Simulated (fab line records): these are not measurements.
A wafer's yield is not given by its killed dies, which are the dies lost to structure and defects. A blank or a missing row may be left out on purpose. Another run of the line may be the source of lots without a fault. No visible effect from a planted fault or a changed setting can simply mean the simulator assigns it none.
Which tool did it? | flow n5Finfet | 9 lots with 25 wafers sampled at 5 steps, on a route of 1938 steps

== WHAT THE GAUGES READ, wafer by wafer ==
N5_BEOL_M4_RC_MEAS_101.
lot  | measured     | on        | DIBL_N (mV/V)  | DIBL_P (mV/V)  | IOFF_N (nA/um)    | IOFF_P (nA/um) | ION_N (uA/um) | ION_P (uA/um) | SS_N (mV/dec)  | SS_P (mV/dec)  | VT_N (mV)   | VT_P (mV)
L774 | day 7 15:10  | prober-02 | 34.6 32.9 34.0 | 35.2 34.3 36.4 | 0.150 0.119 0.145 | 0.16 0.15 0.17 | 674 660 677   | 449 454 459   | 71.1 70.7 71.5 | 72.6 72.5 73.4 | 252 253 251 | -258 -257 -255
L775 | day 8 02:58  | prober-01 | 37.7 36.9 36.8 | 38.6 36.7 37.4 | 0.156 0.151 0.145 | 0.22 0.20 0.21 | 647 672 674   | 451 461 464   | 72.1 70.9 70.4 | 73.9 72.5 73.5 | 252 252 250 | -247 -248 -248
L780 | day 9 11:45  | prober-02 | 33.2 34.2 34.0 | 32.1 33.6 32.3 | 0.111 0.129 0.116 | 0.16 0.19 0.16 | 667 674 655   | 459 467 453   | 70.4 70.5 70.5 | 72.0 72.8 72.6 | 254 250 254 | -256 -250 -253
L783 | day 10 02:16 | prober-02 | 34.6 35.9 35.2 | 34.3 35.7 34.7 | 0.121 0.136 0.137 | 0.19 0.21 0.19 | 663 674 677   | 457 467 468   | 70.1 71.3 70.8 | 73.5 72.8 72.4 | 253 252 250 | -249 -247 -249
L789 | day 11 22:08 | prober-02 | 32.9 35.7      | 33.5 35.7      | 0.126 0.171       | 0.21 0.24      | 676 688       | 472 475       | 70.3 71.7      | 73.4 74.5      | 251 247     | -248 -245
L793 | day 12 09:55 | prober-02 | 36.9 36.9 35.5 | 35.4 36.1 35.7 | 0.152 0.153 0.140 | 0.17 0.18 0.18 | 679 675 682   | 453 451 465   | 70.9 71.9 71.0 | 73.3 72.9 73.2 | 251 252 251 | -255 -254 -252
L794 | day 12 19:14 | prober-02 | 36.4 37.4      | 33.2 35.8      | 0.145 0.170       | 0.16 0.20      | 671 685       | 454 459       | 71.8 71.3      | 73.0 73.8      | 253 249     | -257 -250
L796 | day 13 18:52 | prober-02 | 35.8 38.4 35.3 | 35.0 37.4 33.1 | 0.147 0.197 0.138 | 0.19 0.24 0.18 | 677 691 682   | 463 478 464   | 71.3 71.6 71.0 | 72.4 72.5 71.9 | 250 246 254 | -248 -247 -250
L797 | day 13 22:43 | prober-02 | 34.5 35.1 35.3 | 34.1 35.6 35.2 | 0.145 0.163 0.164 | 0.19 0.21 0.21 | 673 687 692   | 471 470 469   | 70.7 70.5 70.9 | 72.4 72.9 72.9 | 249 246 247 | -249 -247 -247

N5_BEOL_M5_THK_MEAS_01.
lot  | measured     | on           | M5_ILD_THK (nm)
L774 | day 7 16:42  | filmMetro-01 | 120.5 119.2 120.3
L775 | day 8 04:31  | filmMetro-02 | 119.4 120.3 119.1
L780 | day 9 13:17  | filmMetro-01 | 119.4 120.9 122.2
L783 | day 10 03:38 | filmMetro-02 | 119.3 122.1 124.2
L789 | day 11 23:31 | filmMetro-01 | 58.5 59.1
L793 | day 12 11:19 | filmMetro-02 | 56.6 57.1 123.3
L794 | day 12 20:28 | filmMetro-02 | 118.7 60.1
L796 | day 13 20:53 | filmMetro-02 | 119.2 118.7 121.9
L797 | day 14 00:36 | filmMetro-01 | 117.6 122.0 123.2

== WHICH TOOL RAN EACH LOT (tool, then ch and the chambers of the sampled wafers, then the start) ==
lot  | N5_BEOL_M4_ANNEAL_82        | N5_BEOL_M4_CMP_52             | N5_BEOL_M5_ILD_DEP_00
L774 | pvdSputter-01, day 7 12:50  | cmp-03 ch 1,2,3, day 7 14:34  | pecvd-04 ch 0,1, day 7 16:08
L775 | pvdSputter-03, day 8 00:36  | cmp-03 ch 1,2,3, day 8 02:25  | pecvd-02 ch 0,1, day 8 03:56
L780 | pvdSputter-01, day 9 09:25  | cmp-01 ch 0,2,3, day 9 11:08  | pecvd-03 ch 0,1, day 9 12:43
L783 | pvdSputter-03, day 9 22:14  | cmp-01 ch 0,1,2, day 10 01:30 | pecvd-03 ch 0,1,2, day 10 03:04
L789 | pvdSputter-02, day 11 19:35 | cmp-02 ch 1,2, day 11 21:22   | pecvd-03 ch 0,2, day 11 22:56
L793 | pvdSputter-03, day 12 07:16 | cmp-02 ch 0,1,2, day 12 09:16 | pecvd-03 ch 0,2, day 12 10:43
L794 | pvdSputter-03, day 12 16:32 | cmp-02 ch 1,2, day 12 18:20   | pecvd-03 ch 1,2, day 12 19:54
L796 | pvdSputter-01, day 13 16:32 | cmp-03 ch 0,3, day 13 18:18   | pecvd-02 ch 0,1,2, day 13 19:50
L797 | pvdSputter-02, day 13 20:16 | cmp-02 ch 2,3, day 13 22:06   | pecvd-04 ch 1,2, day 13 23:41
- N5_BEOL_M4_ANNEAL_82: time 240 s.
- N5_BEOL_M4_CMP_52: polishes, stops on SiOC, t overpolish 6.8 s, target thk 40 nm.
- N5_BEOL_M5_ILD_DEP_00: deposits SiCOH lowk from DEMS/porogen, target thk 140.64 nm, time 25.9 s.

== WHAT THE TOOLS THEMSELVES READ (means of the sampled wafers that have a number; where no wafer has one, the mark that the record gives instead) ==
N5_BEOL_M4_ANNEAL_82.
lot  | tool          | heaterPowerW (W)
L774 | pvdSputter-01 | 1036
L775 | pvdSputter-03 | 870
L780 | pvdSputter-01 | 916
L783 | pvdSputter-03 | 909
L789 | pvdSputter-02 | 934
L793 | pvdSputter-03 | 896
L794 | pvdSputter-03 | 860
L796 | pvdSputter-01 | 984
L797 | pvdSputter-02 | 995

N5_BEOL_M4_CMP_52.
lot  | tool   | barrierFieldEndpointS (s) | motorCurrentA (A) | overpolishRunS (s) | retainingRingPressureFrac | timeToEndpointS (s)
L774 | cmp-03 | 25.3                      | 5.7               | 6.801              | 1.004                     | 67
L775 | cmp-03 | 24.5                      | 5.6               | 6.800              | 0.997                     | 63
L780 | cmp-01 | 24.4                      | 6.3               | 6.797              | 1.002                     | 61
L783 | cmp-01 | 24.6                      | 5.9               | 6.800              | 1.006                     | 64
L789 | cmp-02 | 24.6                      | 6.1               | 6.806              | 0.999                     | 63
L793 | cmp-02 | 24.3                      | 6.1               | 6.793              | 1.000                     | 58
L794 | cmp-02 | 24.5                      | 5.8               | 6.784              | 0.996                     | 63
L796 | cmp-03 | 24.3                      | 5.7               | 6.805              | 1.002                     | 61
L797 | cmp-02 | 25.2                      | 5.7               | 6.806              | 0.999                     | 64

N5_BEOL_M5_ILD_DEP_00.
lot  | tool     | chamberPressureTorr (Torr) | heaterPowerW (W) | showerheadPlenumPTorr (Torr) | throttleValvePct (%)
L774 | pecvd-04 | 4.995                      | 342              | 5.726                        | 14.8
L775 | pecvd-02 | 5.007                      | 359              | 5.734                        | 14.7
L780 | pecvd-03 | 4.999                      | 315              | 5.744                        | 14.2
L783 | pecvd-03 | 4.994                      | 275              | 5.745                        | 13.9
L789 | pecvd-03 | 5.006                      | 267              | 5.748                        | 13.4
L793 | pecvd-03 | 4.998                      | 246              | 5.738                        | 13.5
L794 | pecvd-03 | 4.996                      | 278              | 5.755                        | 13.8
L796 | pecvd-02 | 5.001                      | 321              | 5.747                        | 14.1
L797 | pecvd-04 | 5.007                      | 354              | 5.750                        | 13.3

== THE ANSWER, worked out from the rows above alone ==
Rule: the lots themselves supply what counts as usual. The widest of any qualifying gaps counts: lots, ordered by their means at a reading, are off when they make up no more than a third of the lots, leave a main group of 4 or more, and stand apart from it by 3 or more times the standard deviation of that group's means. The tables above print the reading to a certain number of digits; a main group whose means all agree to those digits is not used. A lot without any number at a reading at which 4 lots or more have one is off too. The other lots that the step has rows for count as sound. First the gauges in route order, then the tools' own readings, where a lot's mean is used as printed above. At the first step where some lot is off, the reading lying furthest off is the one used; lots without a number count as furthest.
Off: L789, L793, L794, seen at N5_BEOL_M5_THK_MEAS_01 (M5_ILD_THK). The main group has a mean of 120.5 nm with a standard deviation of 0.77.
A tool fits if, at a process step before that reading, it ran every lot that is off, and no sound lot after the first of them. The gauges at N5_BEOL_M5_THK_MEAS_01 are tried like those tools. One fits: pecvd-03 at N5_BEOL_M5_ILD_DEP_00. Its last sound lot is L783 (day 10 03:04), its first lot that is off L789 (day 11 22:56): a fault that began between those two fits.

== WHAT THE SIMULATOR HAD INSERTED ==
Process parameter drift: pecvd-03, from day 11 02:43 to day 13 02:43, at N5_BEOL_M5_ILD_DEP_00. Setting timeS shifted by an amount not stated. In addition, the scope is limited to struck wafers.
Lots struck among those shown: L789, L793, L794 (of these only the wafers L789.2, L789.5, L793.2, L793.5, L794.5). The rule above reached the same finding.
